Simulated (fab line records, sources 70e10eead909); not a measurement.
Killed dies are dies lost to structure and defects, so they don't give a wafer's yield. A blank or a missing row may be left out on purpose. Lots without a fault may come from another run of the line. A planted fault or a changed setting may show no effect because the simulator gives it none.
Chamber matching | flow nand_harc | NHARC_P_M1_DEP_33 on pecvd-03: 3 sister chambers
The step deposits SiCN, target thk 30 nm. 14 wafers are shown with their chamber, then 7 later ones without.

WAFERS WITH THEIR CHAMBER
wafer  | chamber | heater_power_w (W)
L078.4 | 2       | 662
L078.5 | 1       | 615
L078.6 | 0       | 534
L081.2 | 2       | 604
L081.4 | 1       | 579
L081.5 | 2       | 592
L087.1 | 2       | 607
L087.2 | 0       | 586
L087.6 | 1       | 648
L089.2 | 0       | 669
L089.4 | 0       | 659
L089.5 | 2       | 597
L090.1 | 2       | 653
L090.2 | 1       | 590

SIGNATURES (means of the wafers above)
reading        | chamber 0 | chamber 1 | chamber 2 | scatter within a chamber
heater_power_w | 612.00    | 608.00    | 619.17    | 42.2
Rule: a wafer's distance from a chamber is the root of the sum, over the readings, of the square of ((its reading less the chamber's mean) divided by the reading's scatter). The wafer belongs to the nearest chamber; if the next one is less than 2 further off, it can't be placed. The scatter: the root of (the sum of the squares of (reading less its chamber's mean) over the shown wafers, divided by (wafers less chambers)).

WAFERS WITHOUT THEIR CHAMBER
wafer  | heater_power_w (W)
L090.3 | 602
L095.1 | 598
L095.4 | 556
L095.5 | 654
L096.4 | 675
L096.5 | 658
L096.6 | 619

WHICH CHAMBER EACH WENT THROUGH
wafer  | from the rows above          | in truth
L090.3 | can't be placed: 1 or 0 or 2 | 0
L095.1 | can't be placed: 1 or 0 or 2 | 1
L095.4 | can't be placed: 1 or 0 or 2 | 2
L095.5 | can't be placed: 2 or 0 or 1 | 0
L096.4 | can't be placed: 2 or 0 or 1 | 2
L096.5 | can't be placed: 2 or 0 or 1 | 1
L096.6 | can't be placed: 2 or 0 or 1 | 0
Placed correctly: 0 of 7. Can't be placed from these rows: 7 (the true chamber is among the candidates in 7). Placed wrongly: 0.
